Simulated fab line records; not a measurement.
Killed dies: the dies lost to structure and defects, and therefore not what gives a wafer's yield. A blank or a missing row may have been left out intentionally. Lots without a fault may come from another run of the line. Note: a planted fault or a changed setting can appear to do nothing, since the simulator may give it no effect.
A lot that was struck, set against a sound lot ; flow n5 finfet ; 13 steps out of a route of 1938
Sound: wafers L607.1, L607.2, L607.5. Wafers L616.1, L616.2, L616.5 were the ones struck. At the end, the cause is stated.
Order at every step that has rows: each side's tool, ch and its chambers, its first start. Under that, the readings that differ: sound wafers ; struck wafers ; difference of the means ; sigmas: that difference in standard deviations of wafers without a fault.
alike: readings whose means differ by less than 2 such deviations, and words and numbers that are the same on both sides. not compared: withheld readings, readings that some wafer has no value for, bounds like >300 that may hide the same value, and numbers for which the record gives no deviation and whose values overlap.
A row with sigmas, a row that says differs or no value, or rows on one side alone: a step with any of these is where the two part. Numbers that don't overlap but have no deviation are shown without sigmas and don't part them. Lack of a reading on every wafer of one side parts them only where that side has two or more wafers.

first, 9 steps without rows for these wafers: N5_BEOL_M0_SAQP_PEB_38 (peb time 60 s); N5_BEOL_M0_SAQP_DEVELOP_39 (develop time 30 s); N5_BEOL_M0_SAQP_DESCUM_45 (chemistry O2, time 7 s); N5_BEOL_M0_SAQP_ETCH_88 (etches underlayer in N2/H2, target depth 6.5 nm, time 5.2 s); N5_BEOL_M0_SAQP_ETCH_73 (etches SiARC in CF4, target depth 19.5 nm, time 32.5 s); N5_BEOL_M0_SAQP_CUT_ETCH_46 (etches SOC in N2/H2, target depth 135 nm, overetch 27 nm, time 202.5 s); N5_BEOL_M0_SAQP_STRIP_74 (strips in N2/H2); N5_BEOL_M0_SAQP_STRIP_89 (strips in N2/H2); N5_BEOL_M0_SAQP_ALD_48 (deposits SiO2, target thk 20 nm, pulse time 1 s, co reactant pulse time 1 s).
N5_BEOL_M0_SAQP_ETCH_49: etches SiO2 in CF4/O2, target depth 37 nm.
  sound on rie diel-06 ch 1,3, day 6 14:59; struck on rie diel-05 ch 1,3, day 9 01:38
  no value came back on the struck wafers for any of 7 readings (O2_flow_sccm (sccm), bias w (W) and others); on the sound wafers O2_flow_sccm (sccm) reads 9.94 9.98 9.97
reading;sound;struck;difference;sigmas
model.SOC_of_BEOL_M0_SAQP_COAT_69.thk nm (nm);71 71.6 70.8;90.4 90.4 90.6;+19.3;
model.BEOL_M0_SAQP.feature depth nm (nm);37 35.8 37.4;29.6 29.8 30.4;-6.8;
model.SiO2_of_BEOL_M0_SAQP_ALD_48.thk nm (nm);14.6 15.8 14.2;20 20 20;+5;
  not compared: rf hours counter h
N5_BEOL_M0_SAQP_STRIP_75: strips in CF4.
  sound on rie diel-06 ch 1,3, day 6 15:05; struck on rie diel-05 ch 1,3, day 9 01:44
reading;sound;struck;difference;sigmas
oes product au (a.u.);0.180 0.163 0.177;0.926 0.859 0.864;+0.710;+42
throttle valve pct (%);13.96 13.70 13.95;13.30 13.43 13.45;-0.48;-2
model.SiO2_of_BEOL_M0_SAQP_ALD_48.thk nm (nm);14.4 15.6 13.8;19.6 19.6 19.6;+5.0;
  alike: drypump motor current A, rf vpp V, showerhead plenum p Torr
  not compared: rf hours counter h
N5_BEOL_M4_RC_MEAS_101:
  the record has rows for the sound wafers here (prober-01 ch 0, day 9 14:13) and none for the struck ones
-- record jumps: 8 days separate the struck wafers' starts on either side; left off in module BEOL_M4, taken up again in module PASSIVATION, whose first shown step is the route's number 1936 --
N5_PASSIVATION_PROBE_49:
  record: rows for the struck wafers here (prober-01, day 16 16:23), none for the sound ones

## WHERE THEY PART
Earliest at N5_BEOL_M0_SAQP_ETCH_49; latest, in this record, at N5_PASSIVATION_PROBE_49.

WHY: what the simulator had put in
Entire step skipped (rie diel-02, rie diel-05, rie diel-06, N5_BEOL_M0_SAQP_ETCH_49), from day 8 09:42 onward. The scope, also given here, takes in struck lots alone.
